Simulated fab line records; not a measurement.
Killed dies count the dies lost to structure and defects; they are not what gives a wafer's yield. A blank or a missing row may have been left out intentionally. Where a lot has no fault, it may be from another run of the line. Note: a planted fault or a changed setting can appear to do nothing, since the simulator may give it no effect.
Split-lot experiment    flow n5_finfet    route with 1938 steps; 7 lots, 21 wafers read

## ABOUT THE SPLIT
At N5_MOL_CONTACT_COAG_COAT_64 (time 60 s, resist thk 10 nm), the setting spin_rpm was moved away from the recipe's 1500 rpm on 5 of the 21 wafers read, by -9.8% to +5.3%. This setting was run at the recipe's value on the other wafers.

## FROM THE SPLIT TO THE READING: what the file shows between them, 6 steps
- N5_MOL_CONTACT_COAG_COAT_34: resist thk 40 nm
- N5_MOL_CONTACT_COAG_EBR_36
- N5_MOL_CONTACT_COAG_DESCUM_45: chemistry O2, time 7 s
- N5_MOL_CONTACT_COAG_ETCH_65: etches underlayer in N2/H2, target depth 13 nm, time 10.4 s
- N5_MOL_CONTACT_COAG_ETCH_66: etches SiARC in CF4, target depth 13 nm, time 21.7 s
- N5_MOL_CONTACT_COAG_ALD_133: deposits SiO2, target thk 5 nm, pulse time 1 s, co reactant pulse time 1 s

## THE READING
CAR-EUV_of_MOL_CONTACT_COAG_COAT_34.thk_nm (the simulator's own value, which no gauge read), in nm, at N5_MOL_CONTACT_COAG_ETCHBACK_134 (etches SiO2 in CHF3, target depth 10 nm, time 6.7 s). There is no usual value for it anywhere in the file. Here, 16 wafers ran the recipe; their average is 15.5 nm with a standard deviation of 0.12 nm.

wafer   tool, chamber at the split  spin_rpm as run, rpm  against the recipe  CAR-EUV_of_MOL_CONTACT_COAG_COAT_34.thk_nm, nm  against lot-mates on the recipe
L074.1  litho_track-01, 0           1579                  +5.3%               16                                              +0.4
L074.3  litho_track-01, 0           1579                  +5.3%               16                                              +0.4
L074.5  litho_track-01, 0           1500                  recipe              15.6                                            -
L075.2  litho_track-01, 0           1500                  recipe              15.8                                            -
L075.3  litho_track-01, 0           1500                  recipe              15.6                                            -
L075.5  litho_track-01, 0           1500                  recipe              15.6                                            -
L079.2  litho_track-05, 0           1353                  -9.8%               15                                              -0.4
L079.3  litho_track-05, 0           1353                  -9.8%               14.6                                            -0.8
L079.4  litho_track-05, 0           1500                  recipe              15.4                                            -
L080.1  litho_track-03, 0           1561                  +4.1%               15.8                                            +0.2
L080.2  litho_track-03, 0           1500                  recipe              15.6                                            -
L080.6  litho_track-03, 0           1500                  recipe              15.6                                            -
L083.1  litho_track-05, 0           1500                  recipe              15.4                                            -
L083.3  litho_track-05, 0           1500                  recipe              15.4                                            -
L083.6  litho_track-05, 0           1500                  recipe              15.6                                            -
L084.1  litho_track-01, 0           1500                  recipe              15.6                                            -
L084.2  litho_track-01, 0           1500                  recipe              15.6                                            -
L084.3  litho_track-01, 0           1500                  recipe              15.6                                            -
L096.1  litho_track-01, 0           1500                  recipe              15.4                                            -
L096.3  litho_track-01, 0           1500                  recipe              15.4                                            -
L096.4  litho_track-01, 0           1500                  recipe              15.4                                            -

FIT RESULTS
A straight line over all 21 wafers: CAR-EUV_of_MOL_CONTACT_COAG_COAT_34.thk_nm changes by +0.0773 nm for each +1% of spin_rpm; r = +0.91; the points scatter about the line by 0.13 nm.
The same after taking each lot's own level away (the mean of its wafers on the recipe; 21 wafers): +0.0637 nm for each +1%; r = +0.94; scatter 0.088 nm.
The reading moves by 0.62 nm for the largest change in spin_rpm, on that fit.
The span of the lots' own levels, 15.40 to 15.67 nm, comes to 2.3 times the standard deviation stated above.
Thus the slope moves with the lot-to-lot level: the two fits are different.
Check: for one of the wafers moved furthest among these (-9.8%), held out of the fit, the line's prediction against its lot-mates is -0.761 nm. It came out at -0.4 nm against them.

## THESE WAFERS: OTHER SPLITS
Note: prior to the reading, these wafers also went through further splits. Each is held against what the fit with the lots' levels taken away leaves over:
other split on the same wafers        wafers away from the commonest value  r with CAR-EUV_of_MOL_CONTACT_COAG_COAT_34.thk_nm (lot level and that fit taken away)
N5_MOL_CONTACT_COAG_COAT_76 spin_rpm  4                                     +0.01

## THE WHOLE CHAIN: every reading that the file lists as answering this split, in the file's order
step                              what it does                                                 reading                                                                                         change (the file's fit)                 r (the file's)
N5_MOL_CONTACT_COAG_COAT_64       time 60 s, resist thk 10 nm                                  underlayer_of_MOL_CONTACT_COAG_COAT_64.thk_nm (the simulator's own value, which no gauge read)  -0.0412 nm for each +1% of the setting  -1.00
N5_MOL_CONTACT_COAG_ETCH_65       etches underlayer in N2/H2, target depth 13 nm, time 10.4 s  CAR-EUV_of_MOL_CONTACT_COAG_COAT_34.thk_nm (the simulator's own value, which no gauge read)     +0.0697 nm for each +1% of the setting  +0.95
N5_MOL_CONTACT_COAG_ETCH_65       etches underlayer in N2/H2, target depth 13 nm, time 10.4 s  etch.depth_nm (the simulator's own value, which no gauge read)                                  -0.0493 nm for each +1% of the setting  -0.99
N5_MOL_CONTACT_COAG_ETCHBACK_134  etches SiO2 in CHF3, target depth 10 nm, time 6.7 s          CAR-EUV_of_MOL_CONTACT_COAG_COAT_34.thk_nm (the simulator's own value, which no gauge read)     +0.0627 nm for each +1% of the setting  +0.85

## THE FILE'S OWN FIT
CAR-EUV_of_MOL_CONTACT_COAG_COAT_34.thk_nm changes by +0.0627 nm for each +1% of spin_rpm, r = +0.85.
